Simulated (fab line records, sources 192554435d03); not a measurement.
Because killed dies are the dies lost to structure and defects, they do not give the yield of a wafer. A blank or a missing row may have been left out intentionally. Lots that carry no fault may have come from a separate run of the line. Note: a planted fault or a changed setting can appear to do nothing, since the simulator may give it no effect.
8D (eight disciplines) problem report, filled in by code    flow n5 finfet    the parts of the form that need people (team, actions taken, sign-off) are left out

## 1. WHAT IS WRONG
plate temp C at N5_BEOL_M1_COAT_73 reads a mean of 202.90 C on 6 wafers of 2 lots; wafers without a fault read 204.99 C with a standard deviation of 0.15. That is -14 standard deviations from the usual mean.
The step: time 60 s, resist thk 5 nm.
First seen on wafer L639.2, day 9 10:37, on litho track-05. The record holds 33 wafers of 11 lots with a number at this step. The rule behind "out" and "out of limits": a value lying over 4 standard deviations away from the usual mean. The other wafers with a number count as sound.

## 2. WHAT IT IS, AND WHAT IT ISN'T
question                     is                      is not
which readings at this step  plate temp C            chill plate temp C, dispense pressure kPa
which lots                   L639, L640              L626, L627, L628, L630, L642, L643, L644, L646, L648
which wafers of those lots   all that have a number  -
read on which tools          litho track-05          litho track-03, litho track-04
when                         from day 9 10:37        up to then (12 sound wafers); but 15 sound wafers of L642, L643, L644, L646, L648 came after

## 3. WHAT RULES OUT EACH SUSPECT
Counting: a tool at any process step up to the reading remains a suspect when it ran all the lots that are out and ran no sound lot after the first of those.
- litho track-05 at N5_BEOL_M1_COAT_73 (time 60 s, resist thk 5 nm): kept. All lots that are out passed through it, beginning with L639 at day 9 10:37, and no sound lot followed; its final sound lot before that point was L628 at day 6 06:53. Its own readings are out on those wafers: plate temp C.
After counting, what remains is litho track-05 at N5_BEOL_M1_COAT_73.

## 4. THE CAUSE (what the simulator had put in)
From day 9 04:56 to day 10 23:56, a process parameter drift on litho track-05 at N5_BEOL_M1_COAT_73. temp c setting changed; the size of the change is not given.
This tool alone remained once counting was done.

## 5. THE CHAIN OF EFFECTS, in route order
Rows list readings where the struck wafers' mean (over those with a number) sits beyond 3 standard deviations from the usual. Only readings whose record carries a usual standard deviation are examined. hours: median over the lots of the time between each lot's start at the first step of this table that gives one and its start at this step. sigmas: the change, counted in usual standard deviations.
hours  step                reading               usual     on struck wafers  change  sigmas
0      N5_BEOL_M1_COAT_73  heater power total W  391.8 W   386.1             -5.7    -4.0
0      N5_BEOL_M1_COAT_73  plate temp C          204.99 C  202.90            -2.09   -14
Process steps it contains:
- N5_BEOL_M1_COAT_73: time 60 s, resist thk 5 nm.
Later measuring or inspecting steps at which every struck wafer that the step has a row for has a number for every such reading, and none has moved that far: N5_BEOL_M1_OVL_MEAS_12, N5_BEOL_M4_RC_MEAS_101.

## 6. WHAT WOULD HAVE CAUGHT IT SOONER
In this record no reading fell out of limits until day 9 10:37, 6 hours after the fault had begun at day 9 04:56.
